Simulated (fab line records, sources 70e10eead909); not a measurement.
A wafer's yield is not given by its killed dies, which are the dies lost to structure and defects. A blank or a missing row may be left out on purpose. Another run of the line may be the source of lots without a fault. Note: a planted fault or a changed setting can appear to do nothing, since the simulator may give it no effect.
Chamber matching -- flow nand-harc -- ald-hk-02 running NHARC_A_STAIRCASE_ALD_420: 4 sister chambers
The step deposits SiO2, target thk 20 nm, pulse time 6 s, ald cycles 200. 8 wafers are shown with their chamber, then 10 later ones without.

## WAFERS PAIRED WITH THEIR CHAMBERS
wafer,chamber,heater-power-w (W),precursor-pulse-height-rel
L603.2,2,410,0.987
L603.4,0,379,0.962
L605.3,1,457,0.980
L605.4,0,379,1.007
L606.1,1,464,1.047
L606.5,3,470,1.021
L608.1,3,466,0.947
L608.3,2,410,0.982

## WAFERS WITHOUT THEIR CHAMBER
wafer,heater-power-w (W),precursor-pulse-height-rel
L608.6,382,1.003
L611.1,418,1.011
L611.2,473,0.993
L611.4,373,0.995
L617.2,466,0.990
L617.4,462,1.041
L617.6,469,0.997
L618.2,426,1.002
L618.5,457,0.992
L618.6,425,0.970

## THE CHAMBER EACH PASSED THROUGH
wafer,from the rows above,in truth
L608.6,0,0
L611.1,2,2
L611.2,3,3
L611.4,0,0
L617.2,can't be placed: 3 or 1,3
L617.4,can't be placed: 1 or 3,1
L617.6,3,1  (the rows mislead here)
L618.2,2,2
L618.5,1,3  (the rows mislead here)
L618.6,2,2
Correct placement for 6 of the 10. Not placeable from these rows: 2 (in 2, the candidates include the true chamber). Number placed wrongly: 2.
How it was worked out, from the rows above alone: a wafer's distance from a chamber is the root of the sum, over the readings, of the square of ((its reading less the chamber's mean) divided by the reading's scatter). If the next closest chamber is less than 2 further off than the closest, the wafer can't be placed; otherwise it belongs to the closest. For every chamber, the mean is computed from those of its wafers that are shown. The scatter: take each reading less its chamber's mean, square it, sum over the shown wafers, divide by the number of wafers less the number of chambers, and take the root.
